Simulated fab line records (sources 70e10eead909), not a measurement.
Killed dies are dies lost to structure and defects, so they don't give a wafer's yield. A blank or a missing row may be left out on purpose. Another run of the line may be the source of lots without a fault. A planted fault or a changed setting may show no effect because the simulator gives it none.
fab line records    flow nandHarc
[record] lots = 13  wafers = 39  lastDay = 33
route steps=1302 shown A_CONTACT@1101 A_BONDPAD@1202 THIN_TSV@1276 END@1302
lots with no fault: from the same line, run without faults
startH: start of the lot's first displayed wafer, in hours after the record's first day    waitH: hours from the lot's prior step to this one    " unchanged from the row above    L1.1+2: a row that stands for several wafers    - no value, or no start given    * or withheld: withheld    < > ~ a bound
route shown NAME@n: NAME is a module with steps in the file, n the number in the route of the first one    usual: mean and standard deviation over wafers with no fault    same: alike in all rows    chamber/n: place in a boat    sites: each site's reading    _std_site: the standard deviation of these    _edge_site: inner sites' mean taken away from outer sites' mean    radiusMm: for every site, how far away it sits from the centre of the wafer    mask NAME#n: copy n    behind: the most recent tool/chamber to have shaped the wafer    hold: why the lot went on hold/how many hours it stayed there/how the hold came to an end    device: which transistor (n, p or np) failed to switch    end of line: the tests these same wafers got at the end of their route    a step with no rows: only its recipe    killed: dies that structure and defects cost at the first sort, which is not the same as the wafer's yield    map: dies across one wafer; x = killed, . = not, _ = none there
set.NAME: the setting that was run; set.NAME@STEP: the one run at that earlier step    model.NAME: the simulator's own value behind a step, which no gauge read
route steps across a sampled set of lots; one table per step, one row per wafer
services: from which hour (startH, from the record's first day; less than 0 if before it) a tool's chamber was out of use, for how many hours, and why
[[steps]]
[step NHARC_A_CONTACT_ALD_18]
[recipe] targetThkA = 30  pulseTimeS = 1  aldCycles = 150  tempC = 450  material = TiN
[usual] heaterPowerW = 1110/100  precursorPulseHeightRel = 0.998/0.02
lot.wafer  tool         chamber  startH  waitH  heaterPowerW  precursorPulseHeightRel
L931.1     aldMetal-02  1        516.42  -      1159          1.038
L931.2     "            3        "       "      928           0.991
L931.5     "            0        "       "      1046          1.013
L930.4     aldMetal-02  2        527.02  -      1091          1.036
L930.1     "            3        "       "      940           1.012
L930.6     "            0        "       "      1065          1.000
L932.2     aldMetal-03  1        533.94  -      1191          0.996
L932.5     "            1        "       "      1185          1.021
L932.6     "            3        "       "      1051          0.991
L935.1     aldMetal-02  0        547.94  -      1075          0.983
L935.2     "            1        "       "      1169          1.032
L935.6     "            1        "       "      1130          0.976
L934.1     aldMetal-01  3        565.71  -      1016          0.999
L934.3     "            1        "       "      1185          0.978
L934.6     "            2        "       "      1198          1.008
L938.3     aldMetal-01  0        591.46  -      940           0.978
L938.6     "            3        "       "      1000          0.982
L938.5     "            0        "       "      942           1.003
L939.4     aldMetal-01  3        603.75  -      1001          1.009
L939.1     "            1        "       "      1203          0.985
L939.2     "            2        "       "      1260          1.010
L936.3     aldMetal-01  1        644.66  -      1209          1.014
L936.4     "            2        "       "      1242          0.987
L936.2     "            3        "       "      1031          1.026
L949.2     aldMetal-01  3        714.64  -      1013          0.984
L949.4     "            1        "       "      1195          0.979
L949.6     "            2        "       "      1266          1.012
L950.2     aldMetal-03  0        716.39  -      1065          0.971
L950.4     "            1        "       "      1218          1.000
L950.5     "            3        "       "      1030          0.984
L951.2     aldMetal-01  0        724.16  -      937           1.007
L951.1     "            2        "       "      1291          0.972
L951.5     "            1        "       "      1192          1.014
L953.1     aldMetal-03  1        727.58  -      1231          1.010
L953.2     "            2        "       "      1210          1.010
L953.3     "            0        "       "      1077          1.030
L952.3     aldMetal-02  0        728.00  -      1110          0.959
L952.6     "            1        "       "      1219          1.018
L952.5     "            2        "       "      1150          0.993
[step NHARC_A_BONDPAD_DEP_00]
[recipe] targetThkA = 2500  tempC = 370  targetThkNm = 250  pressureTorr = 3  flowSccm = 200  rfW = 450  material = SiCN
[usual] heaterPowerW = 579/81
lot.wafer  tool      chamber  startH  waitH  heaterPowerW
L931.1     pecvd-01  1        -       -      585
L931.2     "         0        "       "      631
L931.5     "         2        "       "      551
L930.1     pecvd-04  1        541.23  -      462
L930.4     "         2        "       "      678
L930.6     "         0        "       "      586
L932.2     pecvd-01  1        547.58  -      498
L932.5     "         0        "       "      535
L932.6     "         1        "       "      508
L935.1     pecvd-02  2        564.01  -      411
L935.2     "         0        "       "      613
L935.6     "         2        "       "      425
L934.3     pecvd-04  0        579.35  -      702
L934.1     "         2        "       "      628
L934.6     "         0        "       "      703
L938.3     pecvd-01  0        605.78  -      606
L938.6     "         2        "       "      590
L938.5     "         1        "       "      638
L939.1     pecvd-01  2        617.36  -      486
L939.2     "         0        "       "      555
L939.4     "         0        "       "      567
L936.3     pecvd-04  0        658.61  -      636
L936.2     "         1        "       "      418
L936.4     "         1        "       "      437
L949.2     pecvd-02  0        728.66  -      573
L949.6     "         0        "       "      581
L949.4     "         2        "       "      461
L950.2     pecvd-04  0        730.03  -      539
L950.4     "         0        "       "      572
L950.5     "         0        "       "      606
L951.1     pecvd-04  0        739.23  -      656
L951.2     "         2        "       "      726
L951.5     "         0        "       "      546
L953.2     pecvd-04  0        741.80  -      592
L953.1     "         2        "       "      651
L953.3     "         2        "       "      679
L952.3     pecvd-02  0        -       -      616
L952.5     "         1        "       "      513
L952.6     "         2        "       "      423
[step NHARC_A_BONDPAD_CD_MEAS_13]
[usual] cdNm = 501.0/2.5
lot.wafer  tool      chamber  startH  waitH  cdNm
L931.1     cdSem-03  -        531.54  -      502.9
L931.2     "         -        "       "      504.1
L931.5     "         -        "       "      501.3
L930.1     cdSem-02  -        542.85  -      503.1
L930.4     "         -        "       "      500.9
L930.6     "         -        "       "      502.7
L932.2     cdSem-03  -        549.30  -      501.2
L932.5     "         -        "       "      497.3
L932.6     "         -        "       "      500.4
L935.1     cdSem-03  -        565.78  -      500.1
L935.2     "         -        "       "      498.2
L935.6     "         -        "       "      498.7
L934.1     cdSem-01  -        580.98  -      498.1
L934.3     "         -        "       "      497.3
L934.6     "         -        "       "      496.6
L938.3     cdSem-01  -        607.37  -      499.2
L938.5     "         -        "       "      502.0
L938.6     "         -        "       "      499.3
L939.1     cdSem-03  -        619.12  -      504.9
L939.2     "         -        "       "      504.4
L939.4     "         -        "       "      506.5
L936.2     cdSem-03  -        660.37  -      501.2
L936.3     "         -        "       "      502.7
L936.4     "         -        "       "      501.6
L949.2     cdSem-01  -        730.43  -      501.8
L949.4     "         -        "       "      498.3
L949.6     "         -        "       "      500.0
L950.2     cdSem-03  -        731.93  -      500.2
L950.4     "         -        "       "      497.7
L950.5     "         -        "       "      500.1
L951.1     cdSem-03  -        741.12  -      504.9
L951.2     "         -        "       "      502.1
L951.5     "         -        "       "      504.1
L953.1     cdSem-02  -        743.56  -      500.1
L953.2     "         -        "       "      500.9
L953.3     "         -        "       "      496.3
L952.3     cdSem-03  -        744.18  -      499.2
L952.5     "         -        "       "      500.7
L952.6     "         -        "       "      497.8
[step NHARC_THIN_TSV_CMP_21]
[recipe] tOverpolishS = 30  targetThkNm = 2000
[usual] motorCurrentA = 12.6/0.9  overpolishRunS = 30.000/0.0092  padLifeWafers = 192/110
lot.wafer  tool    chamber  startH  waitH  motorCurrentA  overpolishRunS  padLifeWafers
L931.2     cmp-01  1        551.36  -      13.8           29.996          294
L931.1     "       3        "       "      11.4           29.988          296
L931.5     "       1        "       "      13.8           30.001          -
L930.1     cmp-01  2        561.96  -      12.9           30.018          330
L930.4     "       0        "       "      13.2           30.015          332
L930.6     "       2        "       "      12.6           29.995          -
L932.2     cmp-01  2        568.84  -      12.3           30.001          349
L932.5     "       1        "       "      13.5           29.989          -
L932.6     "       2        "       "      12.1           29.990          -
L935.1     cmp-02  1        585.17  -      12.2           30.013          205
L935.2     "       2        "       "      11.8           30.000          206
L935.6     "       0        "       "      11.8           30.003          -
L934.1     cmp-01  3        599.76  -      11.6           29.997          73
L934.3     "       0        "       "      12.7           29.990          74
L934.6     "       3        "       "      11.6           29.998          -
L938.3     cmp-04  3        626.37  -      14.4           30.005          80
L938.5     "       1        "       "      12.2           30.008          -
L938.6     "       2        "       "      12.2           30.001          -
L939.4     cmp-02  0        638.12  -      12.2           30.000          18
L939.1     "       1        "       "      12.0           30.004          19
L939.2     "       2        "       "      11.9           29.995          20
L936.4     cmp-02  1        681.46  -      12.9           29.991          199
L936.2     "       2        "       "      12.6           30.008          200
L936.3     "       3        "       "      14.1           30.003          201
L949.2     cmp-01  0        751.94  -      12.6           30.005          277
L949.4     "       1        "       "      13.9           30.018          278
L949.6     "       0        "       "      12.8           29.990          -
L950.2     cmp-02  1        753.27  -      12.2           30.015          80
L950.4     "       2        "       "      11.9           30.011          81
L950.5     "       3        "       "      13.4           29.990          -
L951.1     cmp-02  2        760.00  -      11.5           29.993          109
L951.2     "       0        "       "      12.6           29.991          111
L951.5     "       1        "       "      13.2           29.996          -
L953.1     cmp-04  1        761.13  -      12.3           30.007          228
L953.3     "       2        "       "      12.6           29.995          229
L953.2     "       0        "       "      11.2           30.002          231
L952.3     cmp-04  0        762.68  -      11.7           30.014          246
L952.5     "       0        "       "      11.8           29.993          -
L952.6     "       1        "       "      12.1           30.013          -
[step NHARC_END_SORT_01]
[recipe] tempC = 25
[usual] killedAtArray = 45/18  killedAtOther = 0.9/1.3  killedAtPeriphery = 3.7/2.2  killedDies = 50/18  killedOpen = 3.2/1.9  killedShort = 2.4/1.6
[same] grossDies = 677
lot.wafer  tool       chamber  startH  waitH  killedAtArray  killedAtOther  killedAtPeriphery  killedDies  killedOpen  killedShort
L936.2     prober-02  0        693.55  2.8    47             0              2                  49          3           1
L936.3     prober-02  0        694.35  3.1    57             1              2                  60          2           3
L936.4     prober-02  0        695.16  3.4    92             4              9                  105         4           2
// killed by level:class
L936.2 A_CHANNEL_HOLE_D1:chamberFilmFlake=18 A_CHANNEL_HOLE_D2:chamberFilmFlake=13 A_CONTACT:chamberFilmFlake=5 A_CHANNEL_HOLE_D1:geometricParticle:open=2 P_M2:chamberFilmFlake=2 A_DECK1_JOINT:chamberFilmFlake=2 A_STAIRCASE:chamberFilmFlake=2 A_BLC:chamberFilmFlake=2
L936.3 A_CHANNEL_HOLE_D1:chamberFilmFlake=32 A_CHANNEL_HOLE_D2:chamberFilmFlake=8 A_CONTACT:chamberFilmFlake=4 A_ONON_D1:geometricParticle:short=2 A_DECK1_JOINT:chamberFilmFlake=2 A_STAIRCASE:chamberFilmFlake=2 A_SLIT:chamberFilmFlake=2 A_WL_FILL:chamberFilmFlake=2
L936.4 A_CONTACT:unspecified=51 A_CHANNEL_HOLE_D2:chamberFilmFlake=22 P_M2:chamberFilmFlake=7 A_CHANNEL_HOLE_D1:chamberFilmFlake=7 A_CONTACT:chamberFilmFlake=3 A_STAIRCASE:chamberFilmFlake=2 THIN_TSV:chamberFilmFlake=2 HYBRID_BOND:chamberFilmFlake=2
[[services]]
tool         chamber  startH  hours  kind
pecvd-04     0        506.88  3.0    repair
aldMetal-01  -        526.00  10.0   pm
cmp-02       -        527.24  0.3    repair
cmp-02       -        531.82  4.0    pm
cmp-01       -        537.94  1.0    repair
cmp-02       -        551.25  0.7    repair
pecvd-01     -        551.67  13.0   pm
aldMetal-01  -        572.63  1.1    repair
cmp-01       -        577.60  4.0    pm
cmp-02       -        581.41  0.9    repair
pecvd-01     2        591.15  2.3    repair
cmp-02       -        599.34  4.6    repair
cmp-02       -        629.82  4.0    pm
pecvd-04     -        631.70  13.0   pm
cmp-02       -        654.38  4.8    repair
cmp-01       -        675.60  4.0    pm
cmp-01       -        693.64  2.1    repair
cmp-01       -        700.54  2.5    repair
aldMetal-01  -        704.00  10.0   pm
pecvd-04     1        727.46  20.0   repair
cmp-02       -        727.91  4.0    pm
cmp-02       -        735.28  0.9    repair
cmp-02       -        739.75  1.7    repair
cmp-01       -        758.94  4.0    repair
[[key]]
[firstSign] step = NHARC_END_SORT_01  reading = killedDies  direction = up  sigmas = 3.1  usual = 50  struck = 105
[effect] step = NHARC_END_SORT_01  reading = killedAtArray  direction = up  sigmas = 2.6  usual = 45  struck = 92
[moreKillsBornAt] NHARC_A_CONTACT_ALD_18@aldMetal-01 = 51
metAt NHARC_A_CONTACT_ALD_18
struckLots L936
struckWafers L936.4
testerLeftOut L936
notActingAt NHARC_A_BONDPAD_DEP_00,NHARC_A_BONDPAD_CD_MEAS_13,NHARC_THIN_TSV_CMP_21
onsetBetween 603.75 644.66
[fault] kind = chamberParticleSource  tool = aldMetal-01  chamber = 2  onsetH = 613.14  steps = NHARC_A_CONTACT_ALD_18  ratePerVisitCm2 = 1.6101  endH = 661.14
// testerLeftOut: of these lots the tester's yield and bins aren't shown, on N5 and GAA mostly nor the transistor test; their killed dies are dies lost to structure and defects alone, not to doping, threshold or leakage, so they don't give the yield
